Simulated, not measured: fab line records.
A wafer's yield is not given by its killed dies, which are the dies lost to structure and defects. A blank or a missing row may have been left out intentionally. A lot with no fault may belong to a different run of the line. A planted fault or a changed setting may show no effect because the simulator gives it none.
Lot-split experiment ; flow n5Finfet ; 21 wafers read across 7 lots, on a route 1938 steps long

## THE SPLIT
At N5_BEOL_M9_EXPOSE_25 (exposes mask V8), the setting doseMj was moved away from the recipe's 37.25 on 7 of the 21 wafers read, by -7.0% to +5.9%. The other wafers ran this setting at the recipe's value.

## FROM THE SPLIT TO THE READING: what the file shows between them, 2 steps
- N5_BEOL_M9_PEB_26: peb time 60 s
- N5_BEOL_M9_DEVELOP_27: develop time 30 s

## THE READING
cdNm (nm) at N5_BEOL_M9_CD_MEAS_28, where the cd target is 70 nm. Typical for fault-free wafers on this fab line: 69.92 nm, with standard deviation 0.24 nm.

wafer;tool, chamber at the split;doseMj as run;against the recipe;cdNm, nm;against lot-mates on the recipe
L077.4;euvScanner-01, 0;37.25;recipe;69.92;-
L077.5;euvScanner-01, 0;37.25;recipe;70.39;-
L077.6;euvScanner-01, 0;39.44;+5.9%;71.94;+1.78
L081.1;euvScanner-01, 0;37.25;recipe;70.01;-
L081.5;euvScanner-01, 0;35.14;-5.7%;68.47;-1.57
L081.6;euvScanner-01, 0;37.25;recipe;70.07;-
L083.3;euvScanner-01, 0;37.25;recipe;70.05;-
L083.4;euvScanner-01, 0;37.25;recipe;69.69;-
L083.6;euvScanner-01, 0;37.25;recipe;69.81;-
L084.4;euvScanner-01, 0;37.25;recipe;70.12;-
L084.5;euvScanner-01, 0;37.25;recipe;69.83;-
L084.6;euvScanner-01, 0;37.25;recipe;70.25;-
L088.2;euvScanner-01, 0;36.13;-3.0%;69.07;-0.91
L088.5;euvScanner-01, 0;36.13;-3.0%;68.66;-1.32
L088.6;euvScanner-01, 0;37.25;recipe;69.98;-
L093.2;euvScanner-01, 0;34.64;-7.0%;67.92;-2.37
L093.3;euvScanner-01, 0;34.64;-7.0%;67.84;-2.45
L093.5;euvScanner-01, 0;37.25;recipe;70.29;-
L097.2;euvScanner-01, 0;34.99;-6.1%;68.45;-1.26
L097.4;euvScanner-01, 0;37.25;recipe;69.99;-
L097.5;euvScanner-01, 0;37.25;recipe;69.43;-

THE FIT
A straight line over all 21 wafers: cdNm changes by +0.3 nm for each +1% of doseMj; r = +0.97; the points scatter about the line by 0.25 nm.
The same after taking each lot's own level away (the mean of its wafers on the recipe; 21 wafers): +0.306 nm for each +1%; r = +0.97; scatter 0.24 nm.
On that fit, the largest move of doseMj shifts the reading by 2.1 nm.
Measured against the standard deviation above, the lots' own levels, which go from 69.710 to 70.290 nm, span 2.4 times it.
Consequently the slope shifts little with the lot-to-lot level, the two slopes agreeing.
Check: -2.09 nm against its lot-mates is what the line predicts for one of the wafers moved furthest among these (-7.0%) when that wafer is left out of the fit. It came out at -2.37 nm against them.

## FURTHER SPLITS ON THESE WAFERS
These wafers also went through other splits before the reading. Each is held against what the fit with the lots' levels taken away leaves over:
other split on the same wafers;wafers away from the commonest value;r with cdNm (lot level and that fit taken away)
N5_BEOL_M8_EXPOSE_25 doseMj;6;-0.14

## THE FILE'S OWN FIT
cdNm changes by +0.292 nm for each +1% of doseMj, r = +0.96.
